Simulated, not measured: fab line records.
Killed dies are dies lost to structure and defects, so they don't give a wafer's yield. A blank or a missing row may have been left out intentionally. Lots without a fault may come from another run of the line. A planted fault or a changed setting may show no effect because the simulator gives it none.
2 desks, one fault    flow n5 finfet    each desk has only its own numbers; what lay behind them comes last

## AT THE METROLOGY DESK
What the gauges read for every lot (on any tool): the sampled wafers with a number, averaged. A lot is out of limits, marked OUT, if its mean lies more than 4 standard deviations from the usual mean; the brackets give that distance.
Columns: A = cd nm at N5_BEOL_M10_CD_MEAS_35, usual 69.9 nm; B = M11_ILD_THK at N5_BEOL_M11_THK_MEAS_01, usual 268 nm
lot   first seen here  A     B
L267  day 10 04:55     69.8  267
L268  day 10 18:01     69.8  268
L271  day 11 03:59     70.3  267
L274  day 12 03:53     70.7  270
L276  day 13 02:47     69.2  252
L272  day 13 16:33     70.2  226 (-10) OUT
L281  day 14 20:53     70.0  267
L284  day 15 07:40     69.8  270
L289  day 16 13:43     69.5  264
L285  day 16 16:56     71.2  264
L288  day 16 21:53     69.5  269
L290  day 16 22:47     69.5  267
Per this desk, out of limits: L272; the first was L272, day 13 20:43 (M11_ILD_THK at N5_BEOL_M11_THK_MEAS_01). L267, L268, L271, L274, L276, L281, L284, L289, L285, L288, L290: within limits.

## FOR THE TOOL OWNER'S DESK: pecvd-02
The tool's own readings at N5_BEOL_M11_ILD_DEP_00 (deposits SiCOH lowk from DEMS/porogen, target thk 308.51 nm, time 58 s): means of the sampled wafers that have a number, for each lot that ran on this tool. A lot is out of limits, marked OUT, if its mean lies more than 4 standard deviations from the usual mean; the brackets give that distance.
Columns: A = heater power outer w at N5_BEOL_M11_ILD_DEP_00, usual 128 W; B = heater power w at N5_BEOL_M11_ILD_DEP_00, usual 295 W; C = run length s at N5_BEOL_M11_ILD_DEP_00, usual 101.0 s; D = showerhead plenum p Torr at N5_BEOL_M11_ILD_DEP_00, usual 5.740 Torr; E = throttle valve pct at N5_BEOL_M11_ILD_DEP_00, usual 13.6 %
lot   first seen here  A    B    C                D      E
L267  day 10 06:55     108  255  101.0            5.734  13.4
L271  day 11 06:43     118  280  101.2            5.750  12.8
L276  day 13 06:29     89   220  96.2 (-8.6) OUT  5.735  14.4
L272  day 13 20:08     117  275  92.0 (-16) OUT   5.736  13.1
L288  day 17 00:44     131  292  100.5            5.745  13.8
L290  day 17 02:58     116  276  101.0            5.747  13.3
This desk's verdict: out of limits on L272, L276, starting with L276 at day 13 06:29 (run length s at N5_BEOL_M11_ILD_DEP_00). L267, L271, L288, L290: within limits.

## ALL TOGETHER
The tool owner's desk had the chance to raise an alarm at day 13 06:29 on L272, L276.
At day 13 20:43 the metrology desk could have sounded an alarm, on L272.
The metrology desk holds a record of L276, inside its limits.
The lots listed all ran N5_BEOL_M11_ILD_DEP_00 on pecvd-02.

## WHAT THE SIMULATOR PUT IN
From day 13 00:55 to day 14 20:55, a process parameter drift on pecvd-02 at N5_BEOL_M11_ILD_DEP_00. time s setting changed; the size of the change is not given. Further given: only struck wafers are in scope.
Lots struck among those shown: L272, L276.
Fault start to first reading out of limits, in hours, per desk: tool owner, 6; metrology, 20.
